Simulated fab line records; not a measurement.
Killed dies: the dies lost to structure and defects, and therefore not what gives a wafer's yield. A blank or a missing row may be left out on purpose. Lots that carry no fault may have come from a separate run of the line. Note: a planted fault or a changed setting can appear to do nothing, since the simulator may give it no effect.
Chamber matching    flow nandHarc    cmp-03 running NHARC_A_CHANNEL_FILL_D2_CMP_10: 3 sister chambers
The step polishes, target thk 150 nm. 6 wafers are shown with their chamber, then 5 later ones without.

## WAFERS, EACH WITH ITS CHAMBER
wafer   chamber  motorCurrentA (A)  timeToEndpointS (s)
L083.2  3        11.3               16.7
L083.6  2        14.7               15.8
L088.2  2        14.4               17.8
L088.5  1        10.9               15.3
L090.1  3        10.8               12.6
L090.3  1        11.8               12.3

## WAFERS WHOSE CHAMBER IS MISSING
wafer   motorCurrentA (A)  timeToEndpointS (s)
L095.1  15.0               15.3
L095.2  11.3               13.3
L097.2  11.8               13.6
L097.3  10.5               12.5
L097.4  15.1               15.5

## EACH ONE'S CHAMBER
wafer   from the rows above      in truth
L095.1  2                        2
L095.2  can't be placed: 1 or 3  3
L097.2  can't be placed: 1 or 3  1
L097.3  can't be placed: 3 or 1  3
L097.4  2                        2
2 of 5 placed correctly. From these rows, 3 cannot be placed; in 3 the true chamber is one of the candidates. Wrongly placed: 0.
How it was worked out, from the rows above alone: a wafer's distance from a chamber is the root of the sum, over the readings, of the square of ((its reading less the chamber's mean) divided by the reading's scatter). If the next closest chamber is less than 2 further off than the closest, the wafer can't be placed; otherwise it belongs to the closest. Each chamber's mean is taken over the wafers shown for it. The scatter: take each reading less its chamber's mean, square it, sum over the shown wafers, divide by the number of wafers less the number of chambers, and take the root.
